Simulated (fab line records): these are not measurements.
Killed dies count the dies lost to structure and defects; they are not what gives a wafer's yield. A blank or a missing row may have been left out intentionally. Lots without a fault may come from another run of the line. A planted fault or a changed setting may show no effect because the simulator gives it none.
Chamber matching | flow n5 finfet | N5_FIN_SAQP_ETCH_64 on rie si-05: 4 sister chambers
The step etches SiO2 in CF4, target depth 1.5 nm. 22 wafers are shown with their chamber, then 11 later ones without.

== WAFERS, EACH WITH ITS CHAMBER ==
wafer  | chamber | throttle valve pct (%) | oes product au (a.u.)
L076.1 | 1       | 21.78                  | 1.074
L076.3 | 0       | 21.66                  | 1.023
L076.6 | 0       | 21.64                  | 1.029
L078.2 | 1       | 21.77                  | 1.069
L078.4 | 0       | 21.66                  | 1.023
L078.5 | 1       | 21.77                  | 1.056
L079.3 | 1       | 21.78                  | 1.065
L079.4 | 3       | 21.69                  | 1.035
L079.6 | 3       | 21.69                  | 1.026
L080.1 | 3       | 21.68                  | 1.029
L080.2 | 0       | 21.65                  | 1.026
L080.6 | 0       | 21.65                  | 1.018
L082.2 | 1       | 21.78                  | 1.068
L082.4 | 0       | 21.64                  | 1.017
L082.6 | 2       | 22.02                  | 0.993
L083.2 | 2       | 22.01                  | 1.001
L083.4 | 3       | 21.73                  | 1.017
L083.5 | 0       | 21.66                  | 1.014
L085.3 | 3       | 21.70                  | 1.031
L085.5 | 2       | 22.03                  | 0.979
L085.6 | 1       | 21.78                  | 1.070
L087.2 | 3       | 21.70                  | 1.034

SIGNATURES (means of the wafers above)
reading            | chamber 0 | chamber 1 | chamber 2 | chamber 3 | scatter within a chamber
throttle valve pct | 21.6514   | 21.7767   | 22.0200   | 21.6983   | 0.0113
oes product au     | 1.02143   | 1.06700   | 0.99100   | 1.02867   | 0.00676
Rule: for each reading, subtract the chamber's mean from the wafer's reading, divide by that reading's scatter and square the result; add these up over the readings and take the root, which gives the wafer's distance from the chamber. The wafer belongs to the nearest chamber; if the next one is less than 2 further off, it can't be placed. The scatter: take each reading less its chamber's mean, square it, sum over the shown wafers, divide by the number of wafers less the number of chambers, and take the root.

== WAFERS MISSING THEIR CHAMBER ==
wafer  | throttle valve pct (%) | oes product au (a.u.)
L087.4 | 22.02                  | 0.990
L087.6 | 21.77                  | 1.054
L090.1 | 22.02                  | 0.997
L090.5 | 21.79                  | 1.064
L090.6 | 22.03                  | 1.002
L095.1 | 21.77                  | 1.064
L095.5 | 22.03                  | 0.982
L095.6 | 21.78                  | 1.066
L096.1 | 21.78                  | 1.066
L096.2 | 21.67                  | 1.021
L096.3 | 22.01                  | 0.988

== WHICH CHAMBER EACH WENT THROUGH ==
wafer  | from the rows above     | in truth
L087.4 | 2                       | 2
L087.6 | 1                       | 1
L090.1 | 2                       | 2
L090.5 | 1                       | 1
L090.6 | 2                       | 2
L095.1 | 1                       | 1
L095.5 | 2                       | 2
L095.6 | 1                       | 1
L096.1 | 1                       | 1
L096.2 | can't be placed: 0 or 3 | 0
L096.3 | 2                       | 2
Placed correctly: 10 of 11. Not placeable from these rows: 1 (in 1, the candidates include the true chamber). Number placed wrongly: 0.
